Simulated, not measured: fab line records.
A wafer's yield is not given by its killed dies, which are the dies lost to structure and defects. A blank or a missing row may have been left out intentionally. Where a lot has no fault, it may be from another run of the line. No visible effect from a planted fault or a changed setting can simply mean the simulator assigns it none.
A lot that was struck, set against a sound lot | flow n5Finfet | 43 steps out of a route of 1938
Sound: wafers L164.3, L164.4, L164.6. Struck: wafer L168.4. (L168.1 of the same lot was not struck and is left out.) The cause comes at the end.
Per side, at each step with rows, come the tool, then ch with its chambers, and then its first start. Under that, the readings that differ: sound wafers | struck wafers | difference of the means | sigmas: that difference in standard deviations of wafers without a fault.
alike: a reading whose means differ by less than 2 such deviations, as well as words and numbers matching on both sides. not compared: withheld readings; readings where some wafer has no value; bounds like >300 that might hide an equal value; numbers whose values overlap and for which the record gives no deviation.
A row with sigmas, a row that says differs or no value, or rows on one side alone: a step with any of these is where the two part. When numbers do not overlap yet have no deviation, they are printed without sigmas and do not part them. A reading that every wafer of one side lacks parts them only if that side has two wafers or more.

first, 4 steps without rows for these wafers: N5_PMOS_HMC_CHANNEL_EPI_PRECLEAN_37 (cleans in O3/DIW, time 45 s); N5_PMOS_HMC_CHANNEL_EPI_PRECLEAN_24 (cleans in DHF, time 30 s); N5_PMOS_HMC_CHANNEL_EPI_SRD_25 (time 30 s); N5_PMOS_HMC_CHANNEL_EPI_EPI_26 (deposits Si from SiH4/H2, target thk 3.8 nm, time 22.7 s).
N5_PMOS_HMC_CHANNEL_EPI_INSPECT_30: inspects for defects (darkfield).
  sound on defectInspect-02 at day 2 08:34; struck on defectInspect-02 at day 3 08:35
  alike: rawDefectCount
then, 4 steps without rows for these wafers: N5_FIN_SAQP_PRECLEAN_42 (cleans in O3/DIW, time 60 s); N5_FIN_SAQP_PRECLEAN_00 (cleans in SC1, time 60 s); N5_FIN_SAQP_PRECLEAN_44 (cleans in SC2, time 45 s); N5_FIN_SAQP_SRD_01 (time 30 s).
N5_FIN_SAQP_ALD_61: deposits SiO2, target thk 4 nm, pulse time 1 s, purge time 2 s.
  sound on aldSin-02 ch 1,3, day 2 08:41; struck on aldSin-04 ch 2, day 3 08:43
  alike: heaterPowerW, precursorPulseHeightRel
N5_FIN_SAQP_DENSIFY_62: time 60 s.
  sound on rtpAnneal-02 ch 0, day 2 08:58; struck on rtpAnneal-01 ch 0, day 3 08:55
  alike: lampPowerPct, wafer_temp_C_max
N5_FIN_SAQP_HM_DEP_03: deposits SiNx from SiH4/NH3/N2, target thk 38 nm, time 33.6 s.
  sound on pecvd-04 ch 1,2, day 2 09:07; struck on pecvd-04 ch 2, day 3 09:07
reading                                     | sound            | struck | difference | sigmas
model.SiNx_of_FIN_SAQP_HM_DEP_03.thkNm (nm) | 37.7 37.87 38.11 | 34.21  | -3.68      | 
  alike: heaterPowerW, showerheadPlenumPTorr, throttleValvePct
N5_FIN_SAQP_THK_MEAS_05:
  sound on filmMetro-01 at day 2 09:12; struck on filmMetro-01 at day 3 09:13
reading    | sound          | struck | difference | sigmas
thkNm (nm) | 37.7 37.9 38.1 | 34.2   | -3.7       | -8
then, 1 step without rows for these wafers: N5_FIN_SAQP_PECVD_47 (deposits a-Si from SiH4/He, target thk 45 nm, time 36.3 s).
N5_FIN_SAQP_PECVD_48: deposits SiNx from SiH4/NH3/N2, target thk 25 nm, time 22.1 s.
  sound on pecvd-01 ch 0,2, day 2 09:17; struck on pecvd-04 ch 1, day 3 09:17
reading          | sound       | struck | difference | sigmas
heaterPowerW (W) | 796 783 849 | 607    | -202       | -3
  alike: showerheadPlenumPTorr, throttleValvePct
then, 1 step without rows for these wafers: N5_FIN_SAQP_PECVD_06 (deposits a-Si from SiH4/He, target thk 60 nm, time 48.1 s).
N5_FIN_SAQP_THK_MEAS_07:
  sound on filmMetro-01 at day 2 09:25; struck on filmMetro-01 at day 3 09:25
  alike: thkNm
then, 9 steps without rows for these wafers: N5_FIN_SAQP_HM_DEP_72 (deposits SiO2 from SiH4/N2O, target thk 12 nm, time 7.2 s); N5_FIN_SAQP_COAT_49 (time 60 s, resist thk 100 nm); N5_FIN_SAQP_COAT_50 (time 60 s, resist thk 35 nm); N5_FIN_SAQP_COAT_10 (resist thk 90 nm); N5_FIN_SAQP_EBR_12; N5_FIN_SAQP_SOFTBAKE_11 (time 60 s); N5_FIN_SAQP_EXPOSE_13 (exposes mask FIN CORE, target cd 35.6 nm); N5_FIN_SAQP_PEB_14 (peb time 60 s); N5_FIN_SAQP_DEVELOP_15 (develop time 30 s).
N5_FIN_SAQP_CD_MEAS_16: target cd 35.6 nm.
  sound on cdSem-01 ch 0, day 2 09:54; struck on cdSem-01 ch 0, day 3 09:48
  alike: cdNm
N5_FIN_SAQP_OVL_MEAS_17:
  sound on overlay-01 ch 0, day 2 09:56; struck on overlay-01 ch 0, day 3 09:50
  alike: FIN_CORE_OVL
N5_FIN_SAQP_INSPECT_18: inspects for defects (brightfield).
  sound on defectInspect-02 at day 2 09:57; struck on defectInspect-01 at day 3 09:52
  alike: rawDefectCount
then, 2 steps without rows for these wafers: N5_FIN_SAQP_DESCUM_21 (chemistry O2, time 7.9 s); N5_FIN_SAQP_ETCH_51 (etches SiARC in CF4, target depth 45.5 nm, time 75.8 s).
N5_FIN_SAQP_ETCH_52: etches SOC in N2/H2, target depth 100 nm, overetch 20 nm, time 150 s.
  sound on rieDiel-06 ch 0,1, day 2 10:05; struck on rieDiel-03 ch 0, day 3 09:59
  alike: chamberPressureMTorr, drypumpMotorCurrentA, oesProductAu, rfVppV, showerheadPlenumPTorr, throttleValvePct
  not compared: rfHoursCounterH
then, 4 steps without rows for these wafers: N5_FIN_SAQP_STRIP_53 (strips in N2/H2); N5_FIN_SAQP_HM_OPEN_73 (chemistry CHF3/O2, target SiO2, stops on a-Si, target depth 12 nm, time 16.8 s); N5_FIN_SAQP_STRIP_74 (strips in CHF3/O2); N5_FIN_SAQP_MANDREL_ETCH_22 (etches a-Si in HBr/Cl2, stops on SiNx, target depth 60 nm, bt time 10 s, time 30 s).
N5_FIN_SAQP_STRIP_55: strips in N2/H2.
  sound on rieDiel-03 ch 0,1,3, day 2 10:22; struck on rieDiel-02 ch 2, day 3 10:17
reading             | sound          | struck | difference | sigmas
oesProductAu (a.u.) | 0.83 0.74 0.98 | 0.75   | -0.10      | -2
  alike: chamberPressureMTorr, drypumpMotorCurrentA, rfVppV, showerheadPlenumPTorr, throttleValvePct
  not compared: rfHoursCounterH
then, 4 steps without rows for these wafers: N5_FIN_SAQP_STRIP_23 (strips in SPM, time 750 s); N5_FIN_SAQP_SRD_66 (time 30 s); N5_FIN_SAQP_RECESS_75 (chemistry HF/NH3, target SiO2, target depth 14.4 nm, afs cycles 3, sublimation time 60 s); N5_FIN_SAQP_SPACER1_ALD_24 (deposits SiO2, target thk 20.3 nm, pulse time 1 s, purge time 2 s).
N5_FIN_SAQP_HM_OPEN_33: chemistry CH3F/O2, target SiNx, target depth 49.4 nm, time 70.6 s.
  sound on rieDiel-03 ch 0,3, day 2 13:41; struck on rieDiel-03 ch 2, day 3 13:52
reading                 | sound             | struck | difference | sigmas
etchRfOnTimeS (s)       | 68.1 70.5 70.6    | 63.2   | -6.5       | -5
oesProductAu (a.u.)     | 0.70 0.83 0.83    | 0.63   | -0.16      | -3
model.etch.depthNm (nm) | 37.04 37.25 37.48 | 33.51  | -3.75      | 
  alike: chamberPressureMTorr, drypumpMotorCurrentA, rfVppV, showerheadPlenumPTorr, throttleValvePct
  not compared: rfHoursCounterH
N5_STI_FIN_REVEAL_RECESS_09: chemistry HF/NH3, target SiO2, afs cycles 11, target depth 42.5 nm, sublimation time 60 s.
  sound on vaporEtch-01 ch 0,1, day 2 23:16; struck on vaporEtch-01 ch 1, day 3 22:26
reading                                     | sound        | struck | difference | sigmas
model.SiNx_of_FIN_SAQP_HM_DEP_03.thkNm (nm) | 18 17.8 18.2 | 14.2   | -3.8       | 
  alike: drypumpMotorCurrentA

WHERE THEY PART
First at N5_FIN_SAQP_THK_MEAS_05; last, within this record, at N5_FIN_SAQP_HM_OPEN_33. Later steps at which nothing parts them and some readings are alike: N5_STI_FIN_REVEAL_RECESS_09.

WHY: what had been put in by the simulator
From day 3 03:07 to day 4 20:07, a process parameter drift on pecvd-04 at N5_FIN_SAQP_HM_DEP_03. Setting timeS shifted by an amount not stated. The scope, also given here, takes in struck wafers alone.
